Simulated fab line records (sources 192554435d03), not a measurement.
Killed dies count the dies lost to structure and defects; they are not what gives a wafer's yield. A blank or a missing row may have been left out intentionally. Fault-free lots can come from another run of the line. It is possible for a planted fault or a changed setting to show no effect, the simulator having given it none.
Split-lot trial | flow n5Finfet | 39 wafers read across 7 lots, on a route 1938 steps long

THE SPLIT ITSELF
At N5_BEOL_M8_HM_DEP_02 (deposits TiN, target thk 20 nm), the setting targetThkA was moved away from the recipe's 200 angstrom on 18 of the 39 wafers read, by -43.5% to +52.8%. For the rest of the wafers, this setting stayed at what the recipe calls for.

FROM THE SPLIT TO THE READING: what the file shows between them, 4 steps
- N5_BEOL_M8_COAT_59: time 60 s, resist thk 100 nm
- N5_BEOL_M8_COAT_60: time 60 s, resist thk 35 nm
- N5_BEOL_M8_STRIP_68: strips in N2/H2
- N5_BEOL_M8_STRIP_67: strips in CF4

THE READING
etch.depthNm (the simulator's own value, which no gauge read), in nm, at N5_BEOL_M8_HM_OPEN_17 (chemistry Cl2/BCl3, target TiN, target depth 20 nm, overetch 6 nm). No usual value for it is given in the file. The 21 wafers here that ran the recipe average 19.90 nm, standard deviation 0.13 nm.

wafer  | tool, chamber at the split | targetThkA as run, angstrom | against the recipe | etch.depthNm, nm | against lot-mates on the recipe
L084.1 | pvdSputter-03, -           | 200                         | recipe             | 19.95            | -
L084.2 | pvdSputter-03, -           | 305.6                       | +52.8%             | 25.9             | +5.95
L084.3 | pvdSputter-03, -           | 200                         | recipe             | 20.01            | -
L084.4 | pvdSputter-03, -           | 305.6                       | +52.8%             | 25.66            | +5.71
L084.5 | pvdSputter-03, -           | 200                         | recipe             | 19.88            | -
L084.6 | pvdSputter-03, -           | 305.6                       | +52.8%             | 25.56            | +5.61
L085.1 | pvdSputter-02, -           | 148.3                       | -25.8%             | 14.76            | -5.28
L085.2 | pvdSputter-02, -           | 200                         | recipe             | 20.16            | -
L085.3 | pvdSputter-02, -           | 200                         | recipe             | 20.07            | -
L085.4 | pvdSputter-02, -           | 148.3                       | -25.8%             | 14.97            | -5.07
L085.5 | pvdSputter-02, -           | 200                         | recipe             | 19.88            | -
L085.6 | pvdSputter-02, -           | 148.3                       | -25.8%             | 14.92            | -5.12
L087.1 | pvdSputter-03, -           | 113                         | -43.5%             | 11.31            | -8.64
L087.2 | pvdSputter-03, -           | 200                         | recipe             | 19.95            | -
L087.3 | pvdSputter-03, -           | 113                         | -43.5%             | 11.16            | -8.79
L087.4 | pvdSputter-03, -           | 113                         | -43.5%             | 11.4             | -8.55
L087.5 | pvdSputter-03, -           | 200                         | recipe             | 20.02            | -
L087.6 | pvdSputter-03, -           | 200                         | recipe             | 19.89            | -
L088.3 | pvdSputter-01, -           | 200                         | recipe             | 19.89            | -
L088.5 | pvdSputter-01, -           | 200                         | recipe             | 19.92            | -
L088.6 | pvdSputter-01, -           | 200                         | recipe             | 19.69            | -
L091.1 | pvdSputter-01, -           | 200                         | recipe             | 19.97            | -
L091.2 | pvdSputter-01, -           | 134.7                       | -32.6%             | 13.29            | -6.56
L091.3 | pvdSputter-01, -           | 200                         | recipe             | 19.89            | -
L091.4 | pvdSputter-01, -           | 134.7                       | -32.6%             | 13.43            | -6.42
L091.5 | pvdSputter-01, -           | 200                         | recipe             | 19.68            | -
L091.6 | pvdSputter-01, -           | 134.7                       | -32.6%             | 13.37            | -6.48
L093.1 | pvdSputter-03, -           | 159.3                       | -20.3%             | 15.83            | -3.91
L093.2 | pvdSputter-03, -           | 200                         | recipe             | 19.78            | -
L093.3 | pvdSputter-03, -           | 159.3                       | -20.3%             | 15.56            | -4.18
L093.4 | pvdSputter-03, -           | 159.3                       | -20.3%             | 15.61            | -4.13
L093.5 | pvdSputter-03, -           | 200                         | recipe             | 19.58            | -
L093.6 | pvdSputter-03, -           | 200                         | recipe             | 19.86            | -
L082.1 | pvdSputter-01, -           | 200                         | recipe             | 19.79            | -
L082.2 | pvdSputter-01, -           | 164.2                       | -17.9%             | 16.25            | -3.68
L082.3 | pvdSputter-01, -           | 200                         | recipe             | 20.01            | -
L082.4 | pvdSputter-01, -           | 200                         | recipe             | 20               | -
L082.5 | pvdSputter-01, -           | 164.2                       | -17.9%             | 16.43            | -3.50
L082.6 | pvdSputter-01, -           | 164.2                       | -17.9%             | 16.48            | -3.45

FIT RESULTS
A straight line over all 39 wafers: etch.depthNm changes by +0.156 nm for each +1% of targetThkA; r = +0.97; the points scatter about the line by 0.83 nm.
The same after taking each lot's own level away (the mean of its wafers on the recipe; 39 wafers): +0.156 nm for each +1%; r = +0.97; scatter 0.84 nm.
The reading moves by 8.2 nm for the largest change in targetThkA, on that fit.
The span of the lots' own levels, 19.740 to 20.037 nm, comes to 2.2 times the standard deviation stated above.
The two slopes are in agreement: the lot-to-lot level therefore moves the slope only a little.
Check: with one of the wafers moved furthest among these (+52.8%) left out of the fit, the line predicts +8 nm for it against its lot-mates. It came out at +5.95 nm against them.

OTHER SPLITS ON THESE WAFERS
Other splits were also applied to these wafers ahead of the reading. Each is held against what the fit with the lots' levels taken away leaves over:
other split on the same wafers         | wafers away from the commonest value | r with etch.depthNm (lot level and that fit taken away)
N5_STI_FIN_REVEAL_ALD_00 targetThkA    | 15                                   | +0.07
N5_SD_EPI_P_ETCH_16 targetDepthA       | 12                                   | -0.25
N5_SDB_ALD_29 aldCycles                | 12                                   | -0.09
N5_MOL_CONTACT_COAG_ETCHBACK_135 timeS | 12                                   | -0.20
N5_BEOL_M5_DEP_56 targetThkA           | 6                                    | +0.12

THE WHOLE CHAIN: every reading that the file lists as answering this split, in the file's order
step                  | what it does                                                      | reading                                                                         | change (the file's fit)               | r (the file's)
N5_BEOL_M8_HM_DEP_02  | deposits TiN, target thk 20 nm                                    | TiN_of_BEOL_M8_HM_DEP_02.thkNm (the simulator's own value, which no gauge read) | +0.2 nm for each +1% of the setting   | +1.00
N5_BEOL_M8_HM_OPEN_17 | chemistry Cl2/BCl3, target TiN, target depth 20 nm, overetch 6 nm | etch.depthNm (the simulator's own value, which no gauge read)                   | +0.164 nm for each +1% of the setting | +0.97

THE FILE'S OWN FIT
etch.depthNm changes by +0.164 nm for each +1% of targetThkA, r = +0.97.
